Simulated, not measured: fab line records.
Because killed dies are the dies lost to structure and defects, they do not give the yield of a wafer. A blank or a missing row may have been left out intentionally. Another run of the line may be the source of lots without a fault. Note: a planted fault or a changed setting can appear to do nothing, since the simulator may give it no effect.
fab line records	flow n5-finfet
record lots=6	wafers=18	last-day=17
route steps=1938 shown BEOL_M9@1419 PASSIVATION@1936
lots with no fault: from the same line, run without faults
start-h: hours from the record's first day to the start of the lot's first wafer shown	wait-h: time in hours since the lot's previous step	" same as the row above	L1.1+2: one row covering several wafers at once	- no value, or no start was given	* or withheld: withheld	< > ~ a bound
route shown NAME@n: NAME is a module with steps in the file, n the number in the route of the first one	usual: mean/standard deviation of fault-free wafers	same: alike in all rows	chamber/n: place in a boat	sites: the reading at each site	_std_site: standard deviation of those values	_edge_site: inner sites' mean taken away from outer sites' mean	radius-mm: for every site, how far away it sits from the centre of the wafer	mask NAME#n: copy n	behind: the tool/chamber that last shaped the wafer	hold: why the lot was held/for how many hours/how that ended	device: the n, p or np transistor that did not switch	end of line: the same wafers' tests at the end of the route	a step with no rows: only its recipe	killed: count of dies lost to structure and defects at first sort (not the wafer's yield)	map: a wafer's dies, marking killed ones x, the rest . and places with no die _
set.NAME: the setting the step ran with; set.NAME@STEP: the setting that earlier step ran with	model.NAME: the simulator's own value behind a step, which no gauge read
certain route steps with their lots: each step a table, each wafer a row
services: a tool's chamber out of use, with start hour (start-h, from the record's first day; less than 0 if before it), hours out, and reason
## steps
# step N5_BEOL_M9_ETCH_62
# recipe chemistry=N2/H2	target=SOC	target-depth-a=1100	overetch-a=220	mask-material=SiARC	temp-c=40	time-s=165	ion-energy-ev=200	pressure-mtorr=30	source-w=840	bias-w=150	n2-flow-sccm=200	h2-flow-sccm=200
# usual bias-w=150.0/0.46	chamber-pressure-mTorr=30.001/0.029	drypump-motor-current-A=5.8/0.36	n2-flow-sccm=200.0/0.57	oes-product-au=0.63/0.056	rf-vpp-V=524.0/2.7	showerhead-plenum-p-Torr=2.54/0.091	throttle-valve-pct=17.90/0.2
lot.wafer	tool	chamber	start-h	wait-h	bias-w	chamber-pressure-mTorr	drypump-motor-current-A	n2-flow-sccm	oes-product-au	rf-hours-counter-h	rf-vpp-V	showerhead-plenum-p-Torr	throttle-valve-pct
L312.1	rie-diel-02	1	204.05	0.0	150.4	30.002	6.2	200.5	0.61	197	527.0	2.60	17.65
L312.5	"	3	"	"	151.1	29.999	5.9	200.1	0.59	-	520.4	2.43	18.02
L312.6	"	0	"	"	150.2	30.020	5.7	200.0	0.61	-	522.4	2.53	17.73
L316.1	rie-diel-05	1	229.03	0.0	150.2	29.965	5.7	199.9	0.61	188	520.8	2.41	18.28
L316.2	"	0	"	"	149.5	30.008	5.9	200.2	0.69	88	528.3	2.67	17.74
L316.4	"	2	"	"	150.8	30.012	5.6	199.8	0.61	227	526.1	2.62	17.83
L324.2	rie-diel-05	3	281.62	0.0	150.0	30.002	5.6	199.8	0.58	246	527.6	2.62	18.01
L324.5	"	1	"	"	149.7	30.022	5.7	201.1	0.59	-	520.3	2.41	18.33
L324.6	"	2	"	"	150.5	29.969	5.6	201.1	0.61	-	525.7	2.61	17.85
L322.1	rie-diel-05	3	282.32	0.0	150.2	29.958	5.6	199.5	0.59	246	526.6	2.62	18.00
L322.2	"	1	"	"	150.0	29.967	5.7	200.5	0.61	202	522.1	2.41	18.33
L322.4	"	0	"	"	151.0	29.981	5.9	199.2	0.69	102	526.8	2.66	17.78
L326.1	rie-diel-05	1	291.50	0.0	150.0	30.024	5.7	200.7	0.60	205	520.6	2.41	18.32
L326.3	"	2	"	"	150.7	30.019	5.6	199.5	0.60	244	525.7	2.61	17.86
L326.4	"	3	"	"	149.6	30.026	5.6	199.5	0.59	250	524.9	2.62	18.02
L332.3	rie-diel-05	3	341.03	0.0	149.4	30.039	5.6	199.8	0.78	13	526.3	2.61	17.58
L332.4	"	0	"	"	150.6	30.032	5.9	200.5	0.67	122	527.7	2.65	17.80
L332.6	"	3	"	"	150.2	30.007	5.6	200.4	0.77	-	525.1	2.61	17.59
# step N5_BEOL_M9_STRIP_68
# recipe chemistry=N2/H2	temp-c=40	n2-flow-sccm=200	h2-flow-sccm=200	rf-frequency-hz=6e+07
# step N5_BEOL_M9_STRIP_67
# recipe chemistry=CF4	resist=SiARC	power-w=300	bias-power-w=75	pressure-mtorr=50	cf4-flow-sccm=150	rf-frequency-hz=6e+07
# usual bias-power-w=74.97/0.22	chamber-pressure-mTorr=50.00/0.046	drypump-motor-current-A=5.8/0.35	oes-product-au=0.74/0.065	rf-vpp-V=271.2/1.6	showerhead-plenum-p-Torr=1.79/0.059	throttle-valve-pct=13.69/0.19
lot.wafer	tool	chamber	start-h	wait-h	bias-power-w	chamber-pressure-mTorr	drypump-motor-current-A	oes-product-au	rf-hours-counter-h	rf-vpp-V	showerhead-plenum-p-Torr	throttle-valve-pct
L312.1	rie-diel-02	1	204.20	0.0	75.33	50.01	6.2	0.72	197	273.2	1.86	13.68
L312.5	"	3	"	"	74.73	50.04	5.9	0.71	-	268.0	1.71	13.74
L312.6	"	0	"	"	75.16	49.99	5.7	0.73	-	270.0	1.80	13.62
L316.1	rie-diel-05	1	229.17	0.0	74.86	50.02	5.7	0.72	188	269.7	1.71	13.96
L316.2	"	0	"	"	75.03	49.97	5.9	0.82	88	273.6	1.87	13.58
L316.4	"	2	"	"	74.74	50.01	5.6	0.71	227	271.8	1.83	13.68
L324.2	rie-diel-05	3	281.76	0.0	75.08	50.00	5.6	0.69	246	272.5	1.82	13.68
L324.5	"	1	"	"	74.86	49.96	5.7	0.71	-	268.5	1.71	13.96
L324.6	"	2	"	"	75.17	49.95	5.6	0.71	-	271.0	1.83	13.71
L322.1	rie-diel-05	3	282.46	0.0	74.94	50.06	5.6	0.69	247	270.2	1.82	13.68
L322.2	"	1	"	"	75.07	50.08	5.7	0.71	202	269.1	1.71	14.00
L322.4	"	0	"	"	74.63	50.02	5.9	0.81	102	272.5	1.87	13.59
L326.1	rie-diel-05	1	291.65	0.0	75.21	49.96	5.7	0.71	205	269.4	1.70	13.99
L326.3	"	2	"	"	74.72	50.01	5.6	0.70	244	271.4	1.83	13.71
L326.4	"	3	"	"	75.20	49.97	5.6	0.69	250	271.3	1.82	13.71
L332.3	rie-diel-05	3	341.17	0.0	74.97	50.01	5.6	0.91	13	272.4	1.82	13.17
L332.4	"	0	"	"	74.87	50.07	5.9	0.79	122	273.9	1.86	13.64
L332.6	"	3	"	"	74.97	50.03	5.6	0.91	-	272.6	1.82	13.14
# step N5_BEOL_M9_HM_OPEN_17
# recipe chemistry=Cl2/BCl3	target-depth-a=200	overetch-a=60	target=TiN	mask-material=SOC	ion-energy-ev=150	pressure-mtorr=10	icp-w=1000	bias-w=126	Cl2_flow_sccm=53.25	bcl3-flow-sccm=21.75	Ar_flow_sccm=25
# usual bias-w=126.0/0.37	chamber-pressure-mTorr=10.001/0.0094	drypump-motor-current-A=6.0/0.4	oes-product-au=0.66/0.083	throttle-valve-pct=22.15/0.18
lot.wafer	tool	chamber	start-h	wait-h	bias-w	chamber-pressure-mTorr	drypump-motor-current-A	oes-product-au	rf-hours-counter-h	throttle-valve-pct
L312.1	rie-metal-03	0	204.24	0.0	125.4	10.005	5.6	0.53	124	22.36
L312.5	"	0	"	"	125.7	10.003	5.6	0.54	-	22.37
L312.6	"	1	"	"	125.5	10.005	5.5	0.62	-	22.21
L316.1	rie-metal-02	0	229.21	0.0	126.1	10.015	6.3	0.76	12	22.23
L316.2	"	1	"	"	126.2	10.006	6.5	0.60	78	22.13
L316.4	"	0	"	"	126.3	10.004	6.3	0.74	-	22.23
L324.2	rie-metal-01	0	281.81	0.0	125.9	10.003	5.7	0.73	15	21.72
L324.5	"	0	"	"	126.2	10.005	5.7	0.73	-	21.72
L324.6	"	1	"	"	126.3	9.998	6.1	0.72	-	22.37
L322.1	rie-metal-03	1	282.50	0.0	125.4	9.989	5.5	0.60	79	22.23
L322.2	"	0	"	"	126.6	10.017	5.6	0.81	2	21.90
L322.4	"	1	"	"	125.8	10.001	5.5	0.60	-	22.22
L326.1	rie-metal-03	0	291.70	0.0	126.6	9.999	5.7	0.81	3	21.91
L326.3	"	0	"	"	126.5	9.983	5.7	0.81	-	21.90
L326.4	"	1	"	"	125.9	9.997	5.5	0.60	-	22.23
L332.3	rie-metal-01	0	341.24	0.1	126.1	9.987	5.7	0.70	-	21.73
L332.4	"	1	"	"	126.3	10.006	6.1	0.70	-	22.40
L332.6	"	1	"	"	125.8	10.010	6.1	0.69	-	22.42
# step N5_BEOL_M9_STRIP_19
# recipe chemistry=O2	power-w=400	temp-c=40	pressure-mtorr=30	rf-frequency-hz=6e+07	bias-power-w=0	overash-fraction=0.2	o2-flow-sccm=225
# usual chamber-pressure-mTorr=30.00/0.033	drypump-motor-current-A=5.8/0.44	oes-product-au=0.74/0.076	rf-vpp-V=3.7/0.65	showerhead-plenum-p-Torr=2.09/0.067	throttle-valve-pct=16.75/0.19
# same bias-power-w=0
lot.wafer	tool	chamber	start-h	wait-h	chamber-pressure-mTorr	drypump-motor-current-A	oes-product-au	rf-hours-counter-h	rf-vpp-V	showerhead-plenum-p-Torr	throttle-valve-pct
L312.1	rie-diel-02	3	204.35	0.1	29.97	5.9	0.70	207	3.8	2.00	16.81
L312.5	"	0	"	"	30.05	5.8	0.74	-	3.4	2.09	16.59
L312.6	"	1	"	"	30.00	6.2	0.72	-	4.2	2.17	16.74
L316.1	rie-diel-01	1	229.32	0.1	30.02	6.5	0.89	57	2.9	2.13	16.52
L316.2	"	2	"	"	29.94	6.0	0.71	200	2.9	2.14	16.78
L316.4	"	0	"	"	29.99	6.0	0.77	164	3.1	2.03	17.00
L324.2	rie-diel-05	0	281.94	0.1	30.02	5.9	0.80	102	3.5	2.19	16.69
L324.5	"	1	"	"	30.00	5.7	0.71	-	3.3	2.00	17.14
L324.6	"	2	"	"	30.03	5.6	0.71	-	3.7	2.14	16.72
L322.1	rie-diel-01	2	282.79	0.3	29.94	6.0	0.69	215	4.3	2.14	16.79
L322.2	"	3	"	"	30.03	5.0	0.70	225	3.7	2.01	16.85
L322.4	"	1	"	"	29.98	6.5	0.87	71	3.5	2.12	16.55
L326.1	rie-diel-05	1	291.81	0.1	29.99	5.7	0.69	205	3.6	2.00	17.13
L326.3	"	0	"	"	29.96	5.9	0.79	106	2.1	2.19	16.68
L326.4	"	2	"	"	30.00	5.6	0.70	-	3.8	2.14	16.74
L332.3	rie-diel-05	1	341.44	0.2	30.00	5.7	0.69	221	4.4	1.99	17.20
L332.4	"	3	"	"	29.98	5.6	0.92	13	4.7	2.16	16.41
L332.6	"	3	"	"	29.97	5.6	0.92	-	4.2	2.16	16.40
# step N5_BEOL_M9_CD_MEAS_18
# recipe pitch-nm=140	target-cd-nm=70
# usual cd-nm=70.2/0.56
lot.wafer	tool	chamber	start-h	wait-h	cd-nm
L312.1	cd-sem-03	-	204.42	0.0	69.9
L312.5	"	-	"	"	70.2
L312.6	"	-	"	"	69.8
L316.1	cd-sem-03	-	229.39	0.0	70.6
L316.2	"	-	"	"	70.7
L316.4	"	-	"	"	70.8
L324.2	cd-sem-01	-	282.01	0.1	70.0
L324.5	"	-	"	"	69.9
L324.6	"	-	"	"	69.5
L322.1	cd-sem-02	-	282.86	0.0	70.2
L322.2	"	-	"	"	69.2
L322.4	"	-	"	"	70.0
L326.1	cd-sem-03	-	291.89	0.1	68.9
L326.3	"	-	"	"	69.6
L326.4	"	-	"	"	70.3
L332.3	cd-sem-01	-	341.51	0.1	70.2
L332.4	"	-	"	"	70.1
L332.6	"	-	"	"	69.5
# step N5_BEOL_M9_COAT_63
# recipe resist=SOC	temp-c=250	time-s=60	spin-rpm=1500	resist-thk-nm=60
# step N5_BEOL_M9_COAT_64
# recipe resist=SiARC	temp-c=220	time-s=60	spin-rpm=1500	resist-thk-nm=12
# step N5_BEOL_M9_COAT_75
# recipe resist=underlayer	temp-c=205	time-s=60	spin-rpm=1500	resist-thk-nm=5
# step N5_BEOL_M9_COAT_22
# recipe resist=CAR-EUV	spin-rpm=1500	resist-thk-nm=30
# step N5_BEOL_M9_EBR_24
# recipe solvent=PGMEA	ebr-width-mm=1.5
# step N5_BEOL_M9_SOFTBAKE_23
# recipe temp-c=110	time-s=60	resist=CAR-EUV
# step N5_BEOL_M9_EXPOSE_25
# recipe mask-id=V8	na=0.33	source-shape=annular	sigma-inner=0.4	sigma-outer=0.8	polarization=unpolarized	dose-mj=37.25
# usual exposure-dose-mJ-cm2=37.12/0.035
lot.wafer	tool	chamber	start-h	wait-h	mask	exposure-dose-mJ-cm2
L312.1	euv-scanner-01	0	205.78	-	V8#0	37.11
L312.5	"	0	"	"	V8#0	37.14
L312.6	"	0	"	"	V8#0	37.07
L316.1	euv-scanner-02	0	229.74	-	V8#0	37.15
L316.2	"	0	"	"	V8#0	37.15
L316.4	"	0	"	"	V8#0	37.09
L324.2	euv-scanner-02	0	282.32	-	V8#0	31.77
L324.5	"	0	"	"	V8#0	31.82
L324.6	"	0	"	"	V8#0	31.80
L322.1	euv-scanner-02	0	284.61	-	V8#0	32.84
L322.2	"	0	"	"	V8#0	32.88
L322.4	"	0	"	"	V8#0	32.81
L326.1	euv-scanner-01	0	292.48	-	V8#0	37.11
L326.3	"	0	"	"	V8#0	37.09
L326.4	"	0	"	"	V8#0	37.15
L332.3	euv-scanner-01	0	343.04	-	V8#0	37.14
L332.4	"	0	"	"	V8#0	37.10
L332.6	"	0	"	"	V8#0	37.13
# step N5_BEOL_M9_PEB_26
# recipe peb-temp-c=100	peb-time-s=60	resist=CAR-EUV
# step N5_BEOL_M9_DEVELOP_27
# recipe develop-time-s=30	developer=TMAH	resist=CAR-EUV	rinse-liquid=surfactant-rinse	dry=air-spin	dev-temp-c=23
# step N5_BEOL_M9_CD_MEAS_28
# recipe target-cd-nm=70	landing-energy-ev=500	detector=se-inlens	polarity=opening
# usual cd-nm=70.05/0.27
lot.wafer	tool	chamber	start-h	wait-h	cd-nm
L312.1	cd-sem-01	0	205.91	-	70.17
L312.5	"	0	"	"	69.78
L312.6	"	0	"	"	70.22
L316.1	cd-sem-03	0	229.87	-	69.81
L316.2	"	0	"	"	69.82
L316.4	"	0	"	"	70.02
L324.2	cd-sem-03	0	282.45	-	66.01
L324.5	"	0	"	"	66.30
L324.6	"	0	"	"	66.02
L322.1	cd-sem-01	0	284.74	-	67.04
L322.2	"	0	"	"	67.31
L322.4	"	0	"	"	67.08
L326.1	cd-sem-01	0	292.61	-	69.89
L326.3	"	0	"	"	70.16
L326.4	"	0	"	"	70.02
L332.3	cd-sem-03	0	343.16	-	69.80
L332.4	"	0	"	"	70.40
L332.6	"	0	"	"	69.79
# step N5_BEOL_M9_OVL_MEAS_29
# recipe points-per-wafer=522
# usual V8_OVL=0.0/0.67
# same points-per-wafer=522
lot.wafer	tool	chamber	start-h	wait-h	V8_OVL[nm]
L312.1	overlay-02	0	205.94	0.0	-0.4
L312.5	"	0	"	"	-0.3
L312.6	"	0	"	"	-1.0
L316.1	overlay-02	0	229.90	0.0	-0.1
L316.2	"	0	"	"	-0.5
L316.4	"	0	"	"	-0.3
L324.2	overlay-02	0	282.48	0.0	0.9
L324.5	"	0	"	"	0.0
L324.6	"	0	"	"	-0.6
L322.1	overlay-01	0	284.77	0.0	0.3
L322.2	"	0	"	"	1.0
L322.4	"	0	"	"	0.7
L326.1	overlay-01	0	292.64	0.0	-0.2
L326.3	"	0	"	"	0.5
L326.4	"	0	"	"	0.1
L332.3	overlay-02	0	343.20	0.0	-0.7
L332.4	"	0	"	"	-0.5
L332.6	"	0	"	"	-0.8
# step N5_PASSIVATION_PROBE_49
# usual defect-limited-yield=91.0/1.3	killed_at_M0_to_M3=36/9.5	killed_at_M4_up=14/5.6	killed-at-contacts=12/6.4	killed-at-front-end=40/10	killed-at-other=3.2/3	killed-dies=107/15	killed-on-rim=15/4.5	killed-open=69/12	killed-short=35/7.7	sort_bin_5_function=5.3/0.91	sort_bin_6_memory=3.3/0.65	sort-n-pass=1073/15	sort-yield-pct=91.0/1.3
# same gross-dies=1180	killed-at-back-side=0	sort_bin_4_leakage[%]=0	sort_bin_8_speed[%]=0
lot.wafer	tool	chamber	start-h	wait-h	defect-limited-yield[%]	killed_at_M0_to_M3	killed_at_M4_up	killed-at-contacts	killed-at-front-end	killed-at-other	killed-dies	killed-on-rim	killed-open	killed-short	sort_bin_5_function[%]	sort_bin_6_memory[%]	sort-n-pass	sort-yield-pct[%]
L322.1	prober-01	-	346.27	0.0	92.5	25	10	2	50	2	89	16	55	31	3.7	3.2	1091	92.5
L322.2	prober-01	-	346.32	0.1	92.5	16	15	4	47	7	89	20	53	26	4.1	2.5	1091	92.5
L322.4	prober-01	-	346.42	0.2	91.6	39	11	10	36	3	99	16	58	36	4.6	3.1	1081	91.6
L326.1	prober-02	-	358.16	0.0	89.2	56	20	4	44	3	127	21	84	41	6.0	4.6	1053	89.2
L326.3	prober-02	-	358.26	0.1	89.6	44	15	8	53	3	123	19	79	41	6.3	3.5	1057	89.6
L326.4	prober-02	-	358.31	0.2	91.1	29	27	5	38	6	105	14	74	31	5.1	3.4	1075	91.1
L332.3	prober-01	-	405.40	0.1	91.2	44	12	11	34	3	104	15	59	44	5.7	2.5	1076	91.2
# killed by level:class
L322.1 FIN_SAQP:geometric-particle:open=15 FIN_SAQP:geometric-particle:short=13 BEOL_M1:geometric-particle:open=9 BEOL_M4:geometric-particle:open=7 STI_FIN_REVEAL:geometric-particle:open=7 BEOL_M0_SAQP:geometric-particle:open=5 BEOL_M0_SAQP:geometric-particle:short=4 GATE_CUT:geometric-particle:open=3
L322.2 BEOL_M4:geometric-particle:open=10 HKMG_FIN:area-etch=10 BEOL_M1:geometric-particle:open=9 FIN_SAQP:geometric-particle:open=7 FIN_SAQP:geometric-particle:short=5 GATE_CUT:geometric-particle:short=4 MOL_CONTACT_COAG:geometric-particle:open=4 STI_FIN_REVEAL:geometric-particle:open=3
L322.4 BEOL_M1:geometric-particle:open=8 BEOL_M0_SAQP:geometric-particle:open=8 MOL_CONTACT_COAG:geometric-particle:open=7 BEOL_M0_SAQP:geometric-particle:short=7 BEOL_M2:geometric-particle:open=7 FIN_SAQP:geometric-particle:short=6 DUMMY_GATE:geometric-particle:open=5 BEOL_M4:geometric-particle:open=5
L326.1 BEOL_M1:geometric-particle:open=20 STI_FIN_REVEAL:geometric-particle:open=14 BEOL_M0_SAQP:geometric-particle:short=10 BEOL_M0_SAQP:geometric-particle:open=8 FIN_SAQP:geometric-particle:short=7 BEOL_M2:geometric-particle:open=6 GATE_CUT:geometric-particle:short=5 BEOL_M8:geometric-particle:open=5
L326.3 STI_FIN_REVEAL:geometric-particle:open=16 BEOL_M1:geometric-particle:short=10 FIN_SAQP:geometric-particle:open=9 BEOL_M2:geometric-particle:open=8 BEOL_M4:geometric-particle:open=7 BEOL_M0_SAQP:geometric-particle:short=7 MOL_CONTACT_COAG:geometric-particle:open=6 FIN_SAQP:geometric-particle:short=5
L326.4 STI_FIN_REVEAL:geometric-particle:open=10 BEOL_M1:geometric-particle:open=9 BEOL_M4:geometric-particle:open=9 FIN_SAQP:geometric-particle:open=8 BEOL_M0_SAQP:geometric-particle:short=6 FIN_SAQP:geometric-particle:short=5 DUMMY_GATE:geometric-particle:open=4 MOL_CONTACT_COAG:geometric-particle:open=4
L332.3 BEOL_M0_SAQP:geometric-particle:short=11 FIN_SAQP:geometric-particle:short=8 BEOL_M0_SAQP:geometric-particle:open=7 BEOL_M3:geometric-particle:open=7 GATE_CUT:geometric-particle:short=7 MOL_CONTACT_COAG:geometric-particle:open=6 BEOL_M1:geometric-particle:open=6 FIN_SAQP:geometric-particle:open=5
## services
tool	chamber	start-h	hours	kind
rie-diel-01	0	181.02	4.1	repair
euv-scanner-01	0	184.87	-	calibration
rie-metal-01	0	188.31	14.9	repair
euv-scanner-02	-	193.31	1.0	pm
euv-scanner-02	0	194.62	-	calibration
euv-scanner-01	-	194.71	5.8	pm
euv-scanner-02	-	205.09	4.6	pm
euv-scanner-01	-	223.95	1.0	pm
euv-scanner-02	-	249.46	1.0	pm
rie-metal-01	-	249.72	2.8	pm
rie-metal-01	-	255.36	4.0	pm
euv-scanner-01	-	280.10	1.0	pm
rie-diel-05	3	291.67	-	clean
rie-diel-05	3	291.67	-	consumable-replace:focus-ring
rie-diel-05	3	291.67	12.5	scheduled-down
rie-diel-05	3	291.67	12.5	vent-cycle
rie-metal-02	-	304.64	2.8	pm
euv-scanner-02	-	305.61	1.0	pm
rie-diel-05	2	312.84	-	clean
rie-diel-05	2	312.84	-	consumable-replace:focus-ring
rie-diel-05	2	312.84	16.0	scheduled-down
rie-diel-05	2	312.84	16.0	vent-cycle
euv-scanner-02	-	321.69	5.3	repair
euv-scanner-01	-	336.25	1.0	pm
## key
first-sign step=N5_BEOL_M9_EXPOSE_25	reading=exposure-dose-mJ-cm2	direction=down	sigmas=99+	usual=37.12	struck=32.32
effect step=N5_BEOL_M9_CD_MEAS_28	reading=cd-nm	direction=down	sigmas=12	usual=70.05	struck=66.63	through=control-loop
met-at N5_BEOL_M9_EXPOSE_25
struck-wafers L322.1,L322.2,L322.4,L324.2,L324.5,L324.6
loop-trim step=N5_BEOL_M9_EXPOSE_25	setting=dose	lots=L322
baseline-loss step=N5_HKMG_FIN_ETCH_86	wafers=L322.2
onset-between 229.74 282.32
fault kind=process-parameter-drift	tool=euv-scanner-02	chamber=-	onset-h=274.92	steps=N5_BEOL_M9_EXPOSE_25	channel=dose-mj	offset=-5.2968	shape=step	acts-in=these-recipes-only	stated=37.25
# loop-trim: a control loop set the setting to another value than it would have without faults
# baseline-loss: these wafers lose ten dies or more at that step, a loss of the line's own and not of a fault; the sort's usual values leave them out
